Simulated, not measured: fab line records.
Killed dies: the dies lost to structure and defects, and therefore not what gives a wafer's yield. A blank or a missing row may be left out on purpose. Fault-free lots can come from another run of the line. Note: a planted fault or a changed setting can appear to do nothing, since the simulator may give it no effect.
Chamber matching :: flow n5-finfet :: N5_BEOL_M5_STRIP_19 on rie-diel-04 has 4 sister chambers
The step strips in O2. 7 wafers are shown with their chamber, then 7 later ones without.

## EACH WAFER AND ITS CHAMBER
wafer: L076.3
chamber: 3
showerhead-plenum-p-Torr (Torr): 2.24
throttle-valve-pct (%): 16.18

wafer: L081.1
chamber: 3
showerhead-plenum-p-Torr (Torr): 2.23
throttle-valve-pct (%): 16.20

wafer: L084.1
chamber: 1
showerhead-plenum-p-Torr (Torr): 2.03
throttle-valve-pct (%): 16.73

wafer: L084.3
chamber: 2
showerhead-plenum-p-Torr (Torr): 2.18
throttle-valve-pct (%): 16.71

wafer: L084.6
chamber: 2
showerhead-plenum-p-Torr (Torr): 2.18
throttle-valve-pct (%): 16.70

wafer: L085.3
chamber: 0
showerhead-plenum-p-Torr (Torr): 2.16
throttle-valve-pct (%): 16.78

wafer: L085.4
chamber: 1
showerhead-plenum-p-Torr (Torr): 2.03
throttle-valve-pct (%): 16.73

## WAFERS WITHOUT THEIR CHAMBER
wafer: L085.5
showerhead-plenum-p-Torr (Torr): 2.03
throttle-valve-pct (%): 16.75

wafer: L091.2
showerhead-plenum-p-Torr (Torr): 2.03
throttle-valve-pct (%): 16.75

wafer: L091.3
showerhead-plenum-p-Torr (Torr): 2.16
throttle-valve-pct (%): 16.79

wafer: L091.6
showerhead-plenum-p-Torr (Torr): 2.17
throttle-valve-pct (%): 16.72

wafer: L092.1
showerhead-plenum-p-Torr (Torr): 2.16
throttle-valve-pct (%): 16.81

wafer: L092.3
showerhead-plenum-p-Torr (Torr): 2.22
throttle-valve-pct (%): 16.24

wafer: L092.4
showerhead-plenum-p-Torr (Torr): 2.02
throttle-valve-pct (%): 16.77

## WHICH CHAMBER EACH WENT THROUGH
wafer: L085.5
from the rows above: 1
in truth: 1

wafer: L091.2
from the rows above: 1
in truth: 1

wafer: L091.3
from the rows above: 0
in truth: 0

wafer: L091.6
from the rows above: 2
in truth: 2

wafer: L092.1
from the rows above: 0
in truth: 0

wafer: L092.3
from the rows above: 3
in truth: 3

wafer: L092.4
from the rows above: 1
in truth: 1
Correctly placed: 7 of 7. Number that these rows cannot place: 0. 0 placed wrongly.
How it was worked out, from the rows above alone: a wafer's distance from a chamber is the root of the sum, over the readings, of the square of ((its reading less the chamber's mean) divided by the reading's scatter). If the next closest chamber is less than 2 further off than the closest, the wafer can't be placed; otherwise it belongs to the closest. The mean given for a chamber averages the wafers shown for that chamber. The scatter: the root of (the sum of the squares of (reading less its chamber's mean) over the shown wafers, divided by (wafers less chambers)).
